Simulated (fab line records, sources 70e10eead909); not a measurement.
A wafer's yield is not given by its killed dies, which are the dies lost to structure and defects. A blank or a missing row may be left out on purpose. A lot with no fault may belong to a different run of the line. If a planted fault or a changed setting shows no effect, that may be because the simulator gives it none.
fab line records -- flow nand_harc
[record] lots = 6, wafers = 18, last_day = 30
route steps=1302 shown A_CHANNEL_HOLE_D1@471 A_CHANNEL_FILL_D1@490 END@1302
lots with no fault: from the same line, run without faults
start_h: the number of hours between the record's first day and the start of the first shown wafer of the lot -- wait_h: how many hours have passed since the lot's step before this one -- " as in the row above -- L1.1+2: a single row standing in for several wafers -- - no value present, or no start provided -- * or withheld: withheld -- < > ~ a bound
route shown NAME@n: names a module that has steps shown in the file, with the first one's number in the route -- usual: mean and standard deviation over wafers with no fault -- same: alike in all rows -- chamber/n: place in a boat -- sites: the reading at each site -- _std_site: standard deviation of those values -- _edge_site: outer sites' mean less inner sites' -- radius_mm: for every site, how far away it sits from the centre of the wafer -- mask NAME#n: copy n -- behind: the last tool/chamber to shape the wafer -- hold: what put the lot on hold/how long, in hours/how the hold closed -- device: the transistor (n, p or np) that didn't switch -- end of line: the same wafers' tests at the end of the route -- a step given without rows: its recipe and nothing more -- killed: dies lost to structure and defects at the first sort, not the wafer's yield -- map: per-die view of a wafer (x killed, . not killed, _ where there is no die)
set.NAME: the run value of the setting; set.NAME@STEP: its run value at that earlier step -- model.NAME: the simulator's own value behind a step, which no gauge read
lots at selected steps of the route; one table per step, one row per wafer
services: from which hour (start_h, from the record's first day; less than 0 if before it) a tool's chamber was out of use, for how many hours, and why
[[steps]]
[step NHARC_A_CHANNEL_HOLE_D1_ETCH_19]
[recipe] bias_v = 1200, source_w = 2500, pressure_mtorr = 15, time_s = 34.5, ar_flow_sccm = 375, c4f8_flow_sccm = 28.8, o2_flow_sccm = 96.2, temp_c = -20, target_depth_a = *, chemistry = C4F8/O2/Ar
[step NHARC_A_CHANNEL_HOLE_D1_ETCH_20]
[recipe] bias_v = 3000, source_w = withheld, pressure_mtorr = 20, time_s = 361.9, ar_flow_sccm = 375, c4f8_flow_sccm = 89.3, o2_flow_sccm = 35.7, temp_c = -20, target_depth_a = 16000, chemistry = C4F8/O2/Ar
[usual] drypump_motor_current_A = 5.2/0.53, he_backside_leak_sccm = 6.0/0.92, o2_flow_sccm = 35.69/0.097, showerhead_plenum_p_Torr = 3.69/0.036, throttle_valve_pct = 32.155/0.0086
lot.wafer,tool,chamber,start_h,wait_h,drypump_motor_current_A,he_backside_leak_sccm,o2_flow_sccm,rf_hours_counter_h,showerhead_plenum_p_Torr,throttle_valve_pct
L830.1,har_etch-01,0,186.95,0.1,5.9,5.4,35.69,88,3.73,32.147
L830.2,har_etch-01,1,186.95,0.1,4.7,4.9,35.69,88,3.73,32.154
L830.4,har_etch-01,0,186.95,0.1,5.9,5.3,35.71,-,3.73,32.158
L837.2,har_etch-01,1,259.84,0.1,4.7,5.3,35.71,130,3.71,32.165
L837.1,har_etch-01,0,259.84,0.1,6.0,5.7,35.66,130,3.71,32.163
L837.4,har_etch-01,0,259.84,0.1,5.9,5.7,35.69,-,3.71,32.159
L838.2,har_etch-02,1,267.15,0.1,5.1,7.1,35.56,341,3.74,32.151
L838.3,har_etch-02,1,267.15,0.1,5.1,7.1,35.64,-,3.74,32.153
L838.5,har_etch-02,1,267.15,0.1,5.1,7.0,35.83,-,3.74,32.153
L842.2,har_etch-01,1,306.47,0.1,4.7,5.4,35.68,157,3.69,32.147
L842.6,har_etch-01,1,306.47,0.1,4.7,5.2,35.86,-,3.70,32.175
L842.5,har_etch-01,0,306.47,0.1,6.0,5.9,35.66,-,3.70,32.143
L845.2,har_etch-01,1,333.78,0.1,4.7,5.7,35.63,172,3.69,32.156
L845.4,har_etch-01,1,333.78,0.1,4.7,5.3,35.81,-,3.69,32.153
L845.5,har_etch-01,0,333.78,0.1,5.9,5.8,35.67,-,3.69,32.170
L846.1,har_etch-02,0,345.86,0.1,4.7,7.8,35.52,397,3.63,32.163
L846.3,har_etch-02,0,345.86,0.1,4.7,7.8,35.50,-,3.63,32.152
L846.4,har_etch-02,1,345.86,0.1,5.1,7.4,35.68,-,3.72,32.153
[step NHARC_A_CHANNEL_HOLE_D1_ETCH_21]
[recipe] bias_v = 3000, source_w = withheld, pressure_mtorr = 20, time_s = 514.3, ar_flow_sccm = 375, c4f8_flow_sccm = 89.3, o2_flow_sccm = 35.7, temp_c = -20, target_depth_a = 16000, chemistry = C4F8/O2/Ar
[usual] drypump_motor_current_A = 5.2/0.53, he_backside_leak_sccm = 6.0/0.94, o2_flow_sccm = 35.69/0.1, showerhead_plenum_p_Torr = 3.69/0.036, throttle_valve_pct = 32.154/0.0098
lot.wafer,tool,chamber,start_h,wait_h,drypump_motor_current_A,he_backside_leak_sccm,o2_flow_sccm,rf_hours_counter_h,showerhead_plenum_p_Torr,throttle_valve_pct
L830.1,har_etch-01,0,187.26,0.3,5.9,5.2,35.74,88,3.73,32.153
L830.2,har_etch-01,1,187.26,0.3,4.7,5.1,35.53,88,3.73,32.155
L830.4,har_etch-01,0,187.26,0.3,5.9,5.4,35.80,-,3.73,32.135
L837.2,har_etch-01,1,260.15,0.3,4.7,5.4,35.83,130,3.71,32.148
L837.1,har_etch-01,0,260.15,0.3,5.9,5.7,35.80,130,3.71,32.154
L837.4,har_etch-01,0,260.15,0.3,5.9,5.7,35.62,-,3.71,32.148
L838.2,har_etch-02,1,267.49,0.3,5.0,6.5,35.57,341,3.74,32.168
L838.3,har_etch-02,1,267.49,0.3,5.1,7.3,35.71,-,3.74,32.156
L838.5,har_etch-02,1,267.49,0.3,5.1,6.6,35.73,-,3.74,32.151
L842.2,har_etch-01,1,306.78,0.3,4.7,5.5,35.52,157,3.69,32.156
L842.6,har_etch-01,1,306.78,0.3,4.7,5.6,35.69,-,3.70,32.155
L842.5,har_etch-01,0,306.78,0.3,5.9,5.5,35.65,-,3.69,32.154
L845.2,har_etch-01,1,334.12,0.3,4.7,5.4,35.58,173,3.69,32.149
L845.4,har_etch-01,1,334.12,0.3,4.7,5.6,35.53,-,3.69,32.152
L845.5,har_etch-01,0,334.12,0.3,5.9,5.8,35.79,-,3.69,32.167
L846.1,har_etch-02,0,346.17,0.3,4.7,7.6,35.75,397,3.63,32.161
L846.3,har_etch-02,0,346.17,0.3,4.7,7.5,35.77,-,3.63,32.147
L846.4,har_etch-02,1,346.17,0.3,5.1,7.1,35.88,-,3.72,32.162
[step NHARC_A_CHANNEL_HOLE_D1_ETCH_22]
[recipe] bias_v = 3000, source_w = withheld, pressure_mtorr = 20, time_s = 666.7, ar_flow_sccm = 375, c4f8_flow_sccm = 89.3, o2_flow_sccm = 35.7, temp_c = -20, target_depth_a = 16000, chemistry = C4F8/O2/Ar
[step NHARC_A_CHANNEL_HOLE_D1_ETCH_23]
[recipe] bias_v = 5000, source_w = withheld, pressure_mtorr = 20, time_s = 819, ar_flow_sccm = 375, c4f8_flow_sccm = 89.3, o2_flow_sccm = 35.7, temp_c = -20, target_depth_a = 16000, chemistry = C4F8/O2/Ar
[step NHARC_A_CHANNEL_HOLE_D1_ETCH_24]
[recipe] bias_v = 5000, source_w = withheld, pressure_mtorr = 20, time_s = 906.2, ar_flow_sccm = 375, c4f8_flow_sccm = 93.8, o2_flow_sccm = 31.2, temp_c = -20, target_depth_a = 15000, chemistry = C4F8/O2/Ar
[usual] drypump_motor_current_A = 5.2/0.53, he_backside_leak_sccm = 6.0/0.9, o2_flow_sccm = 31.20/0.095, showerhead_plenum_p_Torr = 3.69/0.035, throttle_valve_pct = 32.236/0.0094
lot.wafer,tool,chamber,start_h,wait_h,drypump_motor_current_A,he_backside_leak_sccm,o2_flow_sccm,rf_hours_counter_h,showerhead_plenum_p_Torr,throttle_valve_pct
L830.1,har_etch-01,0,188.95,0.6,5.9,5.3,31.30,90,3.73,32.245
L830.2,har_etch-01,1,188.95,0.6,4.7,5.2,31.29,90,3.73,32.250
L830.4,har_etch-01,0,188.95,0.6,5.9,5.6,31.27,-,3.73,32.239
L837.2,har_etch-01,1,261.85,0.6,4.7,5.2,31.19,132,3.70,32.245
L837.1,har_etch-01,0,261.85,0.6,5.9,5.7,31.19,132,3.70,32.239
L837.4,har_etch-01,0,261.85,0.6,5.9,5.4,31.28,-,3.70,32.225
L838.2,har_etch-02,1,269.25,0.6,5.1,6.6,31.30,343,3.74,32.217
L838.3,har_etch-02,1,269.25,0.6,5.1,7.0,31.11,-,3.74,32.230
L838.5,har_etch-02,1,269.25,0.6,5.1,7.6,31.36,-,3.74,32.234
L842.2,har_etch-01,1,308.46,0.6,4.7,5.3,31.20,159,3.69,32.231
L842.6,har_etch-01,1,308.46,0.6,4.7,5.2,31.26,-,3.69,32.247
L842.5,har_etch-01,0,308.46,0.6,5.9,5.7,31.33,-,3.69,32.236
L845.2,har_etch-01,1,335.87,0.6,4.7,5.2,31.27,174,3.68,32.241
L845.4,har_etch-01,1,335.87,0.6,4.7,5.4,31.26,-,3.68,32.248
L845.5,har_etch-01,0,335.87,0.6,6.0,5.8,31.23,-,3.68,32.226
L846.1,har_etch-02,0,347.87,0.6,4.7,7.8,31.14,399,3.62,32.243
L846.3,har_etch-02,0,347.87,0.6,4.7,7.9,31.25,-,3.62,32.233
L846.4,har_etch-02,1,347.87,0.6,5.1,7.4,31.07,-,3.72,32.239
[step NHARC_A_CHANNEL_HOLE_D1_ETCH_25]
[recipe] bias_v = 5000, source_w = withheld, pressure_mtorr = 20, time_s = 1040.2, ar_flow_sccm = 375, c4f8_flow_sccm = 93.8, o2_flow_sccm = 31.2, temp_c = -20, target_depth_a = 15000, chemistry = C4F8/O2/Ar
[step NHARC_A_CHANNEL_HOLE_D1_ETCH_26]
[recipe] bias_v = 300, source_w = 2000, pressure_mtorr = 30, time_s = 224.1, ar_flow_sccm = 375, c4f8_flow_sccm = 11.4, o2_flow_sccm = 113.6, temp_c = -20, target_depth_a = 3000, chemistry = C4F8/O2/Ar
[step NHARC_A_CHANNEL_HOLE_D1_ETCH_33]
[recipe] bias_v = 400, source_w = 2000, pressure_mtorr = 25, time_s = 90, ar_flow_sccm = 375, c4f8_flow_sccm = 41.7, o2_flow_sccm = 83.3, temp_c = -20, target_depth_a = 4000, chemistry = C4F8/O2/Ar
[usual] drypump_motor_current_A = 5.2/0.53, he_backside_leak_sccm = 6.0/0.9, o2_flow_sccm = 83.33/0.28, showerhead_plenum_p_Torr = 3.73/0.037, throttle_valve_pct = 27.620/0.009
lot.wafer,tool,chamber,start_h,wait_h,drypump_motor_current_A,he_backside_leak_sccm,o2_flow_sccm,rf_hours_counter_h,showerhead_plenum_p_Torr,throttle_valve_pct
L830.1,har_etch-01,0,190.78,0.2,5.9,5.6,83.34,92,3.77,27.615
L830.2,har_etch-01,1,190.78,0.2,4.8,5.0,83.19,92,3.77,27.628
L830.4,har_etch-01,0,190.78,0.2,5.9,5.2,83.09,-,3.77,27.606
L837.2,har_etch-01,1,263.66,0.2,4.7,5.2,83.32,133,3.75,27.623
L837.1,har_etch-01,0,263.66,0.2,6.0,5.7,83.39,133,3.75,27.632
L837.4,har_etch-01,0,263.66,0.2,6.0,5.7,83.01,-,3.75,27.613
L838.2,har_etch-02,1,270.99,0.2,5.1,7.1,83.64,344,3.78,27.615
L838.3,har_etch-02,1,270.99,0.2,5.1,6.8,83.46,-,3.78,27.606
L838.5,har_etch-02,1,270.99,0.2,5.1,6.9,83.71,-,3.78,27.621
L842.2,har_etch-01,1,310.31,0.2,4.7,5.4,83.36,160,3.73,27.628
L842.6,har_etch-01,1,310.31,0.2,4.7,5.3,83.14,-,3.73,27.620
L842.5,har_etch-01,0,310.31,0.2,5.9,5.8,83.48,-,3.73,27.626
L845.2,har_etch-01,1,337.63,0.2,4.7,5.7,83.51,176,3.72,27.614
L845.4,har_etch-01,1,337.63,0.2,4.7,5.5,83.34,-,3.72,27.612
L845.5,har_etch-01,0,337.63,0.2,5.9,6.1,83.21,-,3.72,27.606
L846.1,har_etch-02,0,349.72,0.2,4.7,7.6,83.52,401,3.66,27.615
L846.3,har_etch-02,0,349.72,0.2,4.7,7.6,82.94,-,3.66,27.607
L846.4,har_etch-02,1,349.72,0.2,5.1,6.4,83.15,-,3.76,27.614
[step NHARC_A_CHANNEL_HOLE_D1_STRIP_41]
[recipe] n2_flow_sccm = 150, h2_flow_sccm = 150, ar_flow_sccm = 0, bias_w = 0, chemistry = N2/H2
[step NHARC_A_CHANNEL_HOLE_D1_STRIP_42]
[recipe] cf4_flow_sccm = 100, chf3_flow_sccm = 30, ar_flow_sccm = 0, bias_w = 0, chemistry = CF4/CHF3
[step NHARC_A_CHANNEL_HOLE_D1_STRIP_43]
[recipe] o2_flow_sccm = 400, cos_flow_sccm = 20, ar_flow_sccm = 0, bias_w = 0, chemistry = O2/COS
[step NHARC_A_CHANNEL_HOLE_D1_ETCH_44]
[recipe] target_depth_a = 1400, overetch_a = 140, time_s = 77, ion_energy_ev = 100, cf4_flow_sccm = 80, o2_flow_sccm = 20, ar_flow_sccm = 0, rf_w = 300, bias_w = 100, chemistry = CF4/O2
[usual] drypump_motor_current_A = 5.6/0.42, o2_flow_sccm = 20.00/0.065, oes_f_703_au = 0.999/0.005, oes_product_au = 1.000/0.015, rf_vpp_V = 197.7/1.3, showerhead_plenum_p_Torr = 1.33/0.056, throttle_valve_pct = 13.396/0.0085
lot.wafer,tool,chamber,start_h,wait_h,drypump_motor_current_A,o2_flow_sccm,oes_f_703_au,oes_product_au,rf_hours_counter_h,rf_vpp_V,showerhead_plenum_p_Torr,throttle_valve_pct
L830.2,rie_diel-01,2,191.53,0.1,5.3,20.05,0.995,1.007,14,196.8,1.27,13.404
L830.1,rie_diel-01,3,191.53,0.1,5.3,20.10,0.998,1.004,14,199.6,1.42,13.387
L830.4,rie_diel-01,0,191.53,0.1,6.3,20.01,1.005,1.031,13,196.2,1.29,13.405
L837.1,rie_diel-01,3,264.41,0.1,5.3,20.13,0.996,1.011,5,198.3,1.41,13.385
L837.4,rie_diel-01,0,264.41,0.1,6.3,19.91,1.002,1.041,4,196.8,1.29,13.396
L837.2,rie_diel-01,1,264.41,0.1,5.5,20.04,0.995,0.997,4,196.8,1.34,13.391
L838.3,rie_diel-01,3,271.70,0.1,5.4,20.13,1.000,1.005,6,200.3,1.41,13.383
L838.2,rie_diel-01,2,271.70,0.1,5.2,19.99,0.995,0.976,5,195.9,1.27,13.392
L838.5,rie_diel-01,0,271.70,0.1,6.3,20.04,1.005,1.027,-,197.3,1.29,13.403
L842.2,rie_diel-07,1,311.12,0.1,6.2,19.99,1.007,0.995,2,197.5,1.29,13.390
L842.5,rie_diel-07,2,311.12,0.1,5.9,20.05,1.006,1.012,-,197.9,1.33,13.396
L842.6,rie_diel-07,3,311.12,0.1,4.9,20.08,1.002,1.004,-,196.9,1.28,13.394
L845.4,rie_diel-01,1,338.35,0.1,5.5,20.06,1.007,0.982,10,198.8,1.34,13.412
L845.2,rie_diel-01,3,338.35,0.1,5.3,20.12,0.995,1.009,12,199.4,1.41,13.388
L845.5,rie_diel-01,0,338.35,0.1,6.3,20.01,0.999,1.007,-,195.8,1.29,13.398
L846.3,rie_diel-01,1,350.47,0.1,5.5,20.03,0.999,0.982,11,198.8,1.34,13.400
L846.4,rie_diel-01,2,350.47,0.1,5.3,19.98,1.001,0.986,11,196.9,1.27,13.400
L846.1,rie_diel-01,0,350.47,0.1,6.3,20.09,1.000,1.014,12,196.8,1.29,13.408
[step NHARC_A_CHANNEL_HOLE_D1_STRIP_27]
[recipe] o2_flow_sccm = 500, ar_flow_sccm = 0, bias_w = 0, chemistry = O2
[step NHARC_A_CHANNEL_HOLE_D1_PRECLEAN_28]
[recipe] time_s = *, temp_c = 50, bath_age_min = 0, chemistry = SC1
[step NHARC_A_CHANNEL_HOLE_D1_SRD_29]
[step NHARC_A_CHANNEL_HOLE_D1_CD_MEAS_30]
[usual] cd_nm = 90.4/1.4
lot.wafer,tool,chamber,start_h,wait_h,cd_nm
L830.1,cd_sem-03,-,192.33,-,91.6
L830.2,cd_sem-03,-,192.33,-,91.1
L830.4,cd_sem-03,-,192.33,-,91.1
L837.1,cd_sem-03,-,265.21,-,93.1
L837.2,cd_sem-03,-,265.21,-,92.4
L837.4,cd_sem-03,-,265.21,-,89.0
L838.2,cd_sem-01,-,272.50,-,90.6
L838.3,cd_sem-01,-,272.50,-,90.8
L838.5,cd_sem-01,-,272.50,-,88.9
L842.2,cd_sem-03,-,311.97,0.1,92.3
L842.5,cd_sem-03,-,311.97,0.1,88.3
L842.6,cd_sem-03,-,311.97,0.1,91.2
L845.2,cd_sem-03,-,339.13,-,92.2
L845.4,cd_sem-03,-,339.13,-,92.6
L845.5,cd_sem-03,-,339.13,-,91.4
L846.1,cd_sem-03,-,351.26,-,90.0
L846.3,cd_sem-03,-,351.26,-,90.3
L846.4,cd_sem-03,-,351.26,-,87.5
[step NHARC_A_CHANNEL_HOLE_D1_XSEM_31]
[recipe] landing_energy_ev = 35000
[usual] bot_cd_nm = 74.9/1.6, bow_nm = 8.78/0.28, tilt_deg = 0.07/0.034
lot.wafer,tool,chamber,start_h,wait_h,bot_cd_nm,bow_nm,tilt_deg
L830.1,xsem-01,0,192.42,0.1,76.5,9.36,0.04
L830.2,xsem-01,0,192.42,0.1,75.0,9.30,0.04
L830.4,xsem-01,0,192.42,0.1,75.7,9.32,0.04
L837.1,xsem-02,0,265.30,0.1,77.3,8.91,0.02
L837.2,xsem-02,0,265.30,0.1,77.1,9.01,0.02
L837.4,xsem-02,0,265.30,0.1,73.6,9.04,0.02
L838.2,xsem-01,0,272.59,0.1,74.8,8.93,0.02
L838.3,xsem-01,0,272.59,0.1,74.1,8.85,0.02
L838.5,xsem-01,0,272.59,0.1,72.9,8.83,0.02
L842.2,xsem-02,0,312.06,0.1,76.4,8.88,0.06
L842.5,xsem-02,0,312.06,0.1,72.1,8.73,0.06
L842.6,xsem-02,0,312.06,0.1,75.7,8.83,0.06
L845.2,xsem-02,0,339.22,0.1,76.8,8.84,0.11
L845.4,xsem-02,0,339.22,0.1,77.2,8.73,0.10
L845.5,xsem-02,0,339.22,0.1,76.3,8.69,0.11
L846.1,xsem-01,0,351.34,0.1,75.6,8.90,0.03
L846.3,xsem-01,0,351.34,0.1,75.5,8.97,0.03
L846.4,xsem-01,0,351.34,0.1,73.4,8.86,0.03
[step NHARC_A_CHANNEL_HOLE_D1_INSPECT_40]
[usual] raw_defect_count = 68/22
lot.wafer,tool,chamber,start_h,wait_h,raw_defect_count
L830.1,defect_inspect-02,-,192.51,-,58
L830.2,defect_inspect-02,-,192.51,-,51
L830.4,defect_inspect-02,-,192.51,-,50
L837.1,defect_inspect-02,-,265.40,-,1426
L837.2,defect_inspect-02,-,265.40,-,1474
L837.4,defect_inspect-02,-,265.40,-,1451
L838.2,defect_inspect-01,-,272.68,-,1517
L838.3,defect_inspect-01,-,272.68,-,1501
L838.5,defect_inspect-01,-,272.68,-,1471
L842.2,defect_inspect-01,-,312.15,-,61
L842.5,defect_inspect-01,-,312.15,-,51
L842.6,defect_inspect-01,-,312.15,-,48
L845.2,defect_inspect-02,-,339.32,-,55
L845.4,defect_inspect-02,-,339.32,-,59
L845.5,defect_inspect-02,-,339.32,-,50
L846.1,defect_inspect-01,-,351.44,-,97
L846.3,defect_inspect-01,-,351.44,-,104
L846.4,defect_inspect-01,-,351.44,-,111
[step NHARC_A_CHANNEL_FILL_D1_PRECLEAN_00]
[recipe] time_s = *, temp_c = 50, bath_age_min = 0, chemistry = SC1
[step NHARC_END_SORT_01]
[recipe] temp_c = 25
[usual] killed_at_array = 56/17, killed_at_other = 1.2/1.4, killed_at_periphery = 4/3.2, killed_dies = 61/16, killed_open = 3.6/2.1, killed_short = 2.7/1.8
[same] gross_dies = 677
lot.wafer,tool,chamber,start_h,wait_h,killed_at_array,killed_at_other,killed_at_periphery,killed_dies,killed_open,killed_short
L837.1,prober-01,0,641.02,2.5,97,0,6,103,1,8
L837.2,prober-01,0,641.82,2.8,157,0,3,160,6,4
L837.4,prober-01,0,643.43,3.4,66,0,3,69,5,4
L838.2,prober-02,0,641.85,2.8,107,1,5,113,0,1
L838.3,prober-02,0,642.65,3.1,152,1,3,156,4,1
L838.5,prober-02,0,644.25,3.7,122,0,4,126,3,1
L842.2,prober-02,0,707.38,2.9,63,1,10,74,7,6
L845.2,prober-01,0,715.13,2.8,48,2,6,56,1,3
L845.4,prober-01,0,716.73,3.4,47,1,0,48,0,4
L845.5,prober-01,0,717.53,3.7,62,2,4,68,6,1
// killed by level:class
L837.1 A_CHANNEL_HOLE_D1:unspecified=64 A_CHANNEL_HOLE_D2:chamber_film_flake=20 P_CONTACT:chamber_film_flake=3 A_DECK1_JOINT:geometric_particle:short=2 A_CHANNEL_HOLE_D1:chamber_film_flake=2 A_SLIT:chamber_film_flake=2 A_WL_FILL:chamber_film_flake=2 P_CONTACT:geometric_particle:open=1
L837.2 A_CHANNEL_HOLE_D1:unspecified=98 A_CHANNEL_HOLE_D2:chamber_film_flake=41 A_CHANNEL_HOLE_D1:chamber_film_flake=3 A_WL_FILL:chamber_film_flake=3 P_M0:geometric_particle:open=2 A_CHANNEL_FILL_D1:geometric_particle:short=2 A_ONON_D1:geometric_particle:short=1 A_CHANNEL_FILL_D1:geometric_particle:open=1
L838.2 A_CHANNEL_HOLE_D1:unspecified=45 A_CHANNEL_HOLE_D1:chamber_film_flake=30 A_SLIT:chamber_film_flake=15 A_CHANNEL_HOLE_D2:chamber_film_flake=8 A_STAIRCASE:chamber_film_flake=2 P_ZERO_WELL:chamber_film_flake=2 P_BONDPAD:chamber_film_flake=2 A_WL_FILL:chamber_film_flake=2
L838.3 A_CHANNEL_HOLE_D1:unspecified=59 A_CHANNEL_HOLE_D1:chamber_film_flake=38 A_SLIT:chamber_film_flake=34 A_CHANNEL_HOLE_D2:chamber_film_flake=11 A_WL_FILL:chamber_film_flake=4 P_M0:chamber_film_flake=2 A_CONTACT:chamber_film_flake=2 P_M2:geometric_particle:open=1
L837.4 A_CHANNEL_HOLE_D1:unspecified=36 A_CHANNEL_HOLE_D2:chamber_film_flake=10 A_CHANNEL_HOLE_D1:chamber_film_flake=5 A_WL_FILL:chamber_film_flake=4 A_SLIT:chamber_film_flake=3 A_STAIRCASE:chamber_film_flake=2 P_STI:geometric_particle:open=1 P_GATE:geometric_particle:open=1
L838.5 A_CHANNEL_HOLE_D1:unspecified=39 A_SLIT:chamber_film_flake=31 A_CHANNEL_HOLE_D1:chamber_film_flake=26 A_CHANNEL_HOLE_D2:chamber_film_flake=12 A_CONTACT:chamber_film_flake=3 A_CHANNEL_FILL_D1:chamber_film_flake=2 A_STAIRCASE:chamber_film_flake=2 A_WL_FILL:chamber_film_flake=2
L842.2 A_SLIT:chamber_film_flake=30 P_M2:chamber_film_flake=7 A_CHANNEL_HOLE_D1:chamber_film_flake=7 A_CONTACT:chamber_film_flake=5 A_ONON_D2:geometric_particle:open=3 A_CHANNEL_FILL_D2:geometric_particle:open=2 A_ZERO_WELL:chamber_film_flake=2 A_CHANNEL_FILL_D1:chamber_film_flake=2
L845.2 A_SLIT:chamber_film_flake=27 A_CONTACT:chamber_film_flake=7 A_CHANNEL_HOLE_D1:chamber_film_flake=5 P_M2:chamber_film_flake=3 A_DECK1_JOINT:chamber_film_flake=3 A_SGD_CUT:chamber_film_flake=2 THIN_TSV:chamber_film_flake=2 P_M0:geometric_particle:short=1
L845.4 A_SLIT:chamber_film_flake=25 A_CHANNEL_HOLE_D1:chamber_film_flake=8 A_CONTACT:chamber_film_flake=3 A_CHANNEL_FILL_D1:geometric_particle:short=2 A_CHANNEL_HOLE_D2:chamber_film_flake=2 A_SGD_CUT:chamber_film_flake=2 A_DECK1_JOINT:geometric_particle:short=1 A_CHANNEL_HOLE_D2:geometric_particle:short=1
L845.5 A_SLIT:chamber_film_flake=24 A_CHANNEL_HOLE_D1:chamber_film_flake=12 A_CONTACT:chamber_film_flake=12 A_SGD_CUT:chamber_film_flake=5 A_ONON_D2:geometric_particle:open=2 A_M0:geometric_particle:open=2 A_CHANNEL_FILL_D2:chamber_film_flake=2 THIN_TSV:chamber_film_flake=2
// map L837.2 (x killed, . not)
____________.____________
_________.....x._________
_______..........._______
______....x...x....______
_____.x..x.........._____
____.................____
____.................____
___...................___
___........x.....x....___
__......x..x......xxxxx__
__x..............xx.xxx__
_.................xxxxx._
_...........x.xx.xxxxxxx_
_.....x..x.xxxx.xxxxxxxx_
_.........x.x.xx.xxxxxxx_
_..........xxxx..xxxxxxx_
..........x.xxxxxxxxxxxxx
..x........xxxxxxxxxxxxxx
.x........xxxxxx.xxxxxxxx
..........xxx.x..xxxxxxxx
...........xx.x.xxxxxxxxx
_..........x....x.xxxxxx_
_.............x....xxx.._
_...................x..._
_......................._
_......................._
__.....................__
__.....................__
___............x......___
___..x...........x....___
____.................____
____..x.........x....____
_____.........x....._____
______.............______
_______......x...._______
_________.....x._________
____________.____________
// map L838.3 (x killed, . not)
____________x____________
_________...xxxx_________
_______....xxxxxxx_______
______.....xxxxxxxx______
_____......xxxxxxxxx_____
____.......xxxxxxxxxx____
____.....x..xxxxxxx..____
___..........xxxxxx...___
___............xx.xx..___
__...........x......x..__
__...........xx........__
_x......................_
_...........xx.x........_
_...x.....x.xx.x........_
_..........xxxx.x......x_
_...........xxxxx......._
..........x.xxx..........
...........xxxxxx........
..........x.xx...........
............xxx.......x.x
........x...x...x......x.
_...........x.x.x.....x._
_............x.....x...._
_................xxx...._
_.................x.x..x_
_................x...x.._
__...............x.xx..__
__..........xx.xx.xx.x.__
___........x...xx.x.xx___
___........x..xxx.xx..___
____...........xxxxx.____
____...........xx.xx.____
_____.........xxxx.._____
______........xxx..______
_______.........x._______
_________......._________
____________.____________
[[services]]
tool,chamber,start_h,hours,kind
rie_diel-01,0,182.95,-,clean
rie_diel-01,1,182.95,-,clean
rie_diel-01,2,182.95,-,clean
rie_diel-01,3,182.95,-,clean
rie_diel-07,3,202.03,9.6,repair
rie_diel-01,-,203.81,9.0,pm
rie_diel-01,0,203.81,9.0,vent_cycle
rie_diel-01,1,203.81,9.0,vent_cycle
rie_diel-01,2,203.81,9.0,vent_cycle
rie_diel-01,3,203.81,9.0,vent_cycle
rie_diel-01,0,212.81,-,clean
rie_diel-01,1,212.81,-,clean
rie_diel-01,2,212.81,-,clean
rie_diel-01,3,212.81,-,clean
rie_diel-01,2,230.95,4.5,repair
rie_diel-01,0,237.31,-,clean
rie_diel-01,1,237.31,-,clean
rie_diel-07,1,263.08,1.3,repair
har_etch-02,1,286.17,-,consumable_replace:focus_ring
har_etch-02,1,286.17,17.0,scheduled_down
har_etch-02,1,286.17,17.0,vent_cycle
rie_diel-07,-,294.28,9.0,pm
har_etch-02,-,320.28,0.7,repair
rie_diel-07,3,347.17,4.9,repair
[[key]]
[first_sign] step = NHARC_A_CHANNEL_HOLE_D1_INSPECT_40, reading = raw_defect_count, direction = up, sigmas = 63, usual = 68, struck = 1473
[effect] step = NHARC_END_SORT_01, reading = killed_at_array, direction = up, sigmas = 3.7, usual = 56, struck = 117, wafers_moved = 5
[more_kills_born_at] NHARC_A_CHANNEL_HOLE_D1_ETCH_44@rie_diel-01 = 341
met_at NHARC_A_CHANNEL_HOLE_D1_ETCH_44
struck_wafers L837.1,L837.2,L837.4,L838.2,L838.3,L838.5
tester_left_out L837,L838
onset_between 191.53 264.41
[fault] kind = chamber_particle_source, tool = rie_diel-01, chamber = -, onset_h = 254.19, steps = NHARC_A_CHANNEL_HOLE_D1_ETCH_44, rate_per_visit_cm2 = 2.1708, end_h = 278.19
// tester_left_out: of these lots the tester's yield and bins aren't shown, on N5 and GAA mostly nor the transistor test; their killed dies are dies lost to structure and defects alone, not to doping, threshold or leakage, so they don't give the yield
